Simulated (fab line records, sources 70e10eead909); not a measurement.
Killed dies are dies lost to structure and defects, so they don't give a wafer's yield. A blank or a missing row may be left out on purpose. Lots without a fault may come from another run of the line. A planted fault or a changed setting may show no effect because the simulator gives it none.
A struck lot beside a sound one | flow nand_harc | 41 steps out of a route of 1302
Sound: wafers L682.2, L682.3, L682.6. Struck: wafers L690.2, L690.3, L690.6. The cause comes at the end.
At each step with rows: each side's tool, then ch and its chambers, then its first start. Under that, the readings that differ: sound wafers | struck wafers | difference of the means | sigmas: that difference in standard deviations of wafers without a fault.
alike: readings whose means differ by less than 2 such deviations, and words and numbers that are the same on both sides. not compared: withheld readings, readings that some wafer has no value for, bounds like >300 that may hide the same value, and numbers for which the record gives no deviation and whose values overlap.
The two part at a step that has a row with sigmas, a row that says differs or no value, or rows on one side only. Numbers that don't overlap but have no deviation are shown without sigmas and don't part them. A reading that every wafer of one side lacks parts them only if that side has two wafers or more.

first, 5 steps without rows for these wafers: NHARC_A_CONTACT_SOFTBAKE_03 (time 55 s); NHARC_A_CONTACT_EBR_04; NHARC_A_CONTACT_EXPOSE_05 (exposes mask A CC); NHARC_A_CONTACT_PEB_06 (peb time 65 s); NHARC_A_CONTACT_DEVELOP_07 (develop time 35 s).
NHARC_A_CONTACT_CD_MEAS_08: target cd 200 nm.
  sound on cd_sem-01 ch 0, day 23 13:26; struck on cd_sem-02 ch 0, day 27 10:21
  alike: cd_nm
NHARC_A_CONTACT_OVL_MEAS_09:
  sound on overlay-02, day 23 13:32; struck on overlay-02, day 27 10:26
  alike: overlay_x_nm, overlay_y_nm
NHARC_A_CONTACT_INSPECT_10:
  sound on defect_inspect-02, day 23 13:34; struck on defect_inspect-01, day 27 10:28
  alike: raw_defect_count
then, 1 step without rows for these wafers: NHARC_A_CONTACT_DESCUM_13 (chemistry O2, time 3 s).
NHARC_A_CONTACT_ETCH_88: etches the open film in CF4, target depth 39 nm, time 65 s.
  sound on rie_diel-03 ch 1,2,3, day 23 13:43; struck on rie_diel-03 ch 1,3, day 27 10:37
  alike: drypump_motor_current_A, oes_product_au, rf_vpp_V, showerhead_plenum_p_Torr, throttle_valve_pct
  not compared: rf_hours_counter_h
then, 2 steps without rows for these wafers: NHARC_A_CONTACT_ETCH_89 (etches the open film in N2/H2, target depth 260 nm, time 475.3 s); NHARC_A_CONTACT_ETCH_30 (etches the open film in CF4/CHF3, target depth 72.6 nm, time 36.3 s).
NHARC_A_CONTACT_ETCH_31: etches the open film in O2/COS, target depth 2800 nm, time 728 s.
  sound on rie_diel-03 ch 0,2, day 23 14:17; struck on rie_diel-03 ch 0,1,3, day 27 11:08
  alike: drypump_motor_current_A, oes_product_au, rf_vpp_V, showerhead_plenum_p_Torr, throttle_valve_pct
  not compared: rf_hours_counter_h
then, 4 steps without rows for these wafers: NHARC_A_CONTACT_ETCH_134 (etches the open film in C4F8/O2/Ar, time 140 s, target depth 700 nm); NHARC_A_CONTACT_ETCH_135 (etches the open film in C4F8/O2/Ar, time 311 s, target depth 1912 nm); NHARC_A_CONTACT_ETCH_136 (etches the open film in C4F8/O2/Ar, time 311 s, target depth 1912 nm); NHARC_A_CONTACT_ETCH_137 (etches the open film in C4F8/O2/Ar, time 311 s, target depth 1912 nm).
NHARC_A_CONTACT_ETCH_138: etches the open film in C4F8/O2/Ar, time 311 s, target depth 1914 nm.
  sound on har_cap_etch-03 ch 0,1, day 23 15:46; struck on har_cap_etch-03 ch 0,1, day 27 12:55
  not compared: rf_hours_counter_h
NHARC_A_CONTACT_ETCH_139: etches the open film in C4F8/O2/Ar, time 195 s, target depth 840 nm.
  sound on har_cap_etch-03 ch 0,1, day 23 16:02; struck on har_cap_etch-03 ch 0,1, day 27 13:12
  not compared: rf_hours_counter_h
then, 2 steps without rows for these wafers: NHARC_A_CONTACT_ETCH_92 (etches the open film in CH3F/O2, target depth 40 nm, time 85.7 s); NHARC_A_CONTACT_ETCH_98 (etches the open film in C4F6/O2, target depth 20 nm, time 10 s).
NHARC_A_CONTACT_CD_MEAS_15:
  sound on cd_sem-01, day 23 16:49; struck on cd_sem-01, day 27 13:59
  reading    | sound             | struck            | difference | sigmas
  cd_nm (nm) | 191.7 190.8 191.0 | 188.8 189.9 189.5 | -1.8       | -2
then, 3 steps without rows for these wafers: NHARC_A_CONTACT_STRIP_107 (strips in N2/H2); NHARC_A_CONTACT_STRIP_108 (strips in CF4/CHF3); NHARC_A_CONTACT_STRIP_109 (strips in O2/COS).
NHARC_A_CONTACT_ETCH_110: etches the open film in CF4/O2, target depth 60 nm, overetch 6 nm, time 33 s.
  sound on rie_diel-03 ch 0,3, day 23 17:07; struck on rie_diel-12 ch 0,3, day 27 14:22
  alike: drypump_motor_current_A, oes_f_703_au, oes_product_au, rf_vpp_V, showerhead_plenum_p_Torr, throttle_valve_pct
  not compared: rf_hours_counter_h
then, 3 steps without rows for these wafers: NHARC_A_CONTACT_STRIP_26 (strips in O2); NHARC_A_CONTACT_STRIP_27 (strips in post etch residue remover, time 600 s); NHARC_A_CONTACT_ALD_18 (deposits TiN, target thk 3 nm, pulse time 1 s, ald cycles 150).
NHARC_A_CONTACT_CVD_19: deposits W, target thk 300 nm, time 802 s.
  sound on cvd_w-02 ch 1, day 23 18:04; struck on cvd_w-01 ch 1
  reading            | sound       | struck      | difference | sigmas
  heater_power_w (W) | 491 497 502 | 434 443 437 | -59        | -2
  alike: mfc_wf6_sccm, throttle_valve_pct
then, 10 steps without rows for these wafers: NHARC_A_CONTACT_CMP_20 (polishes, t overpolish 30 s, target thk 300 nm); NHARC_A_CONTACT_SRD_22; NHARC_A_BLC_DEHYDRATE_00 (time 120 s); NHARC_A_BLC_HMDS_01 (time 30 s); NHARC_A_BLC_COAT_02 (time 75 s); NHARC_A_BLC_COAT_03 (time 65 s); NHARC_A_BLC_COAT_04 (resist thk 90 nm); NHARC_A_BLC_SOFTBAKE_05 (time 55 s); NHARC_A_BLC_EBR_06; NHARC_A_BLC_EXPOSE_07 (exposes mask A BLC, target cd 100 nm).
NHARC_END_SORT_01:
  sound on prober-02 ch 0, day 25 18:43; struck on prober-01 ch 0, day 29 12:56
  reading         | sound    | struck      | difference | sigmas
  killed_at_array | 45 50 50 | 135 162 130 | +94        | +6
  killed_at_other | 5 5 4    | 0 0 0       | -5         | -3
  killed_dies     | 53 57 57 | 138 166 131 | +89        | +6
  alike: killed_at_periphery, killed_open, killed_short

WHERE THEY PART
First at NHARC_A_CONTACT_CD_MEAS_15; last, within this record, at NHARC_END_SORT_01.

WHY: what the simulator had put in
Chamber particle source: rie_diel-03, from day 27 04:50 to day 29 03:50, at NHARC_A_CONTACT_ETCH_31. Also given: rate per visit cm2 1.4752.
